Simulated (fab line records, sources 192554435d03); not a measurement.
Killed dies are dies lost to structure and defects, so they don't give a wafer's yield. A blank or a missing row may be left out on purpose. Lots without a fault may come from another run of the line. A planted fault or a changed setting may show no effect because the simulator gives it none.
Chamber matching | flow n5_finfet | N5_BEOL_M6_ALD_77 on ald_metal-04: 4 sister chambers
The step deposits TaN, target thk 2 nm, pulse time 2 s, purge time 3 s. 16 wafers are shown with their chamber, then 8 later ones without.

WAFERS WITH THEIR CHAMBER
wafer  | chamber | heater_power_w (W)
L077.3 | 3       | 443
L077.4 | 2       | 440
L077.5 | 2       | 446
L082.1 | 1       | 423
L082.4 | 3       | 442
L082.5 | 3       | 452
L084.3 | 0       | 347
L084.4 | 1       | 429
L084.6 | 0       | 354
L085.1 | 3       | 435
L085.3 | 1       | 414
L085.5 | 2       | 446
L086.1 | 3       | 445
L086.2 | 0       | 354
L086.6 | 0       | 355
L090.1 | 0       | 349

SIGNATURES (means of the wafers above)
reading        | chamber 0 | chamber 1 | chamber 2 | chamber 3 | scatter within a chamber
heater_power_w | 351.80    | 422.00    | 444.00    | 443.40    | 5.31
Rule: a wafer's distance from a chamber is the root of the sum, over the readings, of the square of ((its reading less the chamber's mean) divided by the reading's scatter). The wafer belongs to the nearest chamber; if the next one is less than 2 further off, it can't be placed. The scatter: the root of (the sum of the squares of (reading less its chamber's mean) over the shown wafers, divided by (wafers less chambers)).

WAFERS WITHOUT THEIR CHAMBER
wafer  | heater_power_w (W)
L090.4 | 448
L090.5 | 448
L091.2 | 347
L091.3 | 419
L091.5 | 351
L093.1 | 434
L093.2 | 359
L093.6 | 449

WHICH CHAMBER EACH WENT THROUGH
wafer  | from the rows above          | in truth
L090.4 | can't be placed: 2 or 3      | 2
L090.5 | can't be placed: 2 or 3      | 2
L091.2 | 0                            | 0
L091.3 | 1                            | 1
L091.5 | 0                            | 0
L093.1 | can't be placed: 3 or 2 or 1 | 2
L093.2 | 0                            | 0
L093.6 | can't be placed: 2 or 3      | 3
Placed correctly: 4 of 8. Can't be placed from these rows: 4 (the true chamber is among the candidates in 4). Placed wrongly: 0.
